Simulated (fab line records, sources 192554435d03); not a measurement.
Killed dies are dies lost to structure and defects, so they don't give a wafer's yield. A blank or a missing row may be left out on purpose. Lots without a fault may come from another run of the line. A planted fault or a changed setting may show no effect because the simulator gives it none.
Split-lot experiment | flow n5_finfet | 7 lots, 21 wafers read, on a route of 1938 steps

THE SPLIT
At N5_MOL_CONTACT_COAG_ALD_27 (deposits SiOC, target thk 17 nm, pulse time 1.5 s, time 2720 s), the setting ald_cycles was moved away from the recipe's 340 on 8 of the 21 wafers read, by -16.5% to +12.1%. The other wafers ran this setting at the recipe's value.

The reading is taken at the split's own step.

THE READING
SiOC_of_MOL_CONTACT_COAG_ALD_27.thk_nm (the simulator's own value, which no gauge read), in nm, at N5_MOL_CONTACT_COAG_ALD_27 (deposits SiOC, target thk 17 nm, pulse time 1.5 s, time 2720 s). The file gives no usual value for it. The 13 wafers here that ran the recipe average 17.0 nm, standard deviation 0.12 nm.

wafer  | tool, chamber at the split | ald_cycles as run | against the recipe | SiOC_of_MOL_CONTACT_COAG_ALD_27.thk_nm, nm | against lot-mates on the recipe
L074.1 | ald_sin-02, 1              | 340               | recipe             | 17                                         | -
L074.3 | ald_sin-02, 2              | 381               | +12.1%             | 19                                         | +2.0
L074.5 | ald_sin-02, 2              | 381               | +12.1%             | 19.2                                       | +2.2
L077.3 | ald_sin-04, 3,1            | 296               | -12.9%             | 14.8                                       | -2.4
L077.4 | ald_sin-04, 3,1            | 296               | -12.9%             | 14.8                                       | -2.4
L077.6 | ald_sin-04, 1              | 340               | recipe             | 17.2                                       | -
L080.2 | ald_sin-01, 3              | 340               | recipe             | 17                                         | -
L080.6 | ald_sin-01, 3              | 340               | recipe             | 17                                         | -
L080.4 | ald_sin-01, 0              | 340               | recipe             | 17.2                                       | -
L082.1 | ald_sin-02, 3,2,0          | 340               | recipe             | 17                                         | -
L082.2 | ald_sin-02, 3,2,0          | 340               | recipe             | 17                                         | -
L082.6 | ald_sin-02, 3,2,0          | 340               | recipe             | 17                                         | -
L084.2 | ald_sin-02, 2              | 340               | recipe             | 17                                         | -
L084.4 | ald_sin-02, 0,2            | 284               | -16.5%             | 14.2                                       | -2.8
L084.6 | ald_sin-02, 0,2            | 284               | -16.5%             | 14.2                                       | -2.8
L091.2 | ald_sin-01, 3              | 340               | recipe             | 17                                         | -
L091.3 | ald_sin-01, 2,0            | 340               | recipe             | 16.8                                       | -
L091.4 | ald_sin-01, 2,0            | 340               | recipe             | 16.8                                       | -
L094.1 | ald_sin-02, 0              | 301               | -11.5%             | 14.8                                       | -2.0
L094.2 | ald_sin-02, 3              | 340               | recipe             | 16.8                                       | -
L094.3 | ald_sin-02, 1              | 301               | -11.5%             | 15                                         | -1.8
Where a row lists several chambers, the file gives one row for several wafers and doesn't say which wafer went through which chamber.

THE FIT
A straight line over all 21 wafers: SiOC_of_MOL_CONTACT_COAG_ALD_27.thk_nm changes by +0.173 nm for each +1% of ald_cycles; r = +1.00; the points scatter about the line by 0.12 nm.
The same after taking each lot's own level away (the mean of its wafers on the recipe; 21 wafers): +0.174 nm for each +1%; r = +1.00; scatter 0.093 nm.
On that fit, the largest move of ald_cycles shifts the reading by 2.9 nm.
The lots' own levels span 16.80 to 17.20 nm, that is 3.2 times the standard deviation above.
So the lot-to-lot level changes the slope little: the two slopes agree.
Check: with one of the wafers moved furthest among these (-16.5%) left out of the fit, the line predicts -2.87 nm for it against its lot-mates. It came out at -2.8 nm against them.

OTHER SPLITS ON THESE WAFERS
These wafers also went through other splits before the reading. Each is held against what the fit with the lots' levels taken away leaves over:
other split on the same wafers        | wafers away from the commonest value | r with SiOC_of_MOL_CONTACT_COAG_ALD_27.thk_nm (lot level and that fit taken away)
N5_SDB_HM_DEP_00 time_s               | 5                                    | -0.05
N5_HKMG_FIN_COAT_06 spin_rpm          | 8                                    | -0.28
N5_HKMG_FIN_DEVELOP_11 develop_time_s | 8                                    | -0.05

THE FILE'S OWN FIT
SiOC_of_MOL_CONTACT_COAG_ALD_27.thk_nm changes by +0.174 nm for each +1% of ald_cycles, r = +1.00.
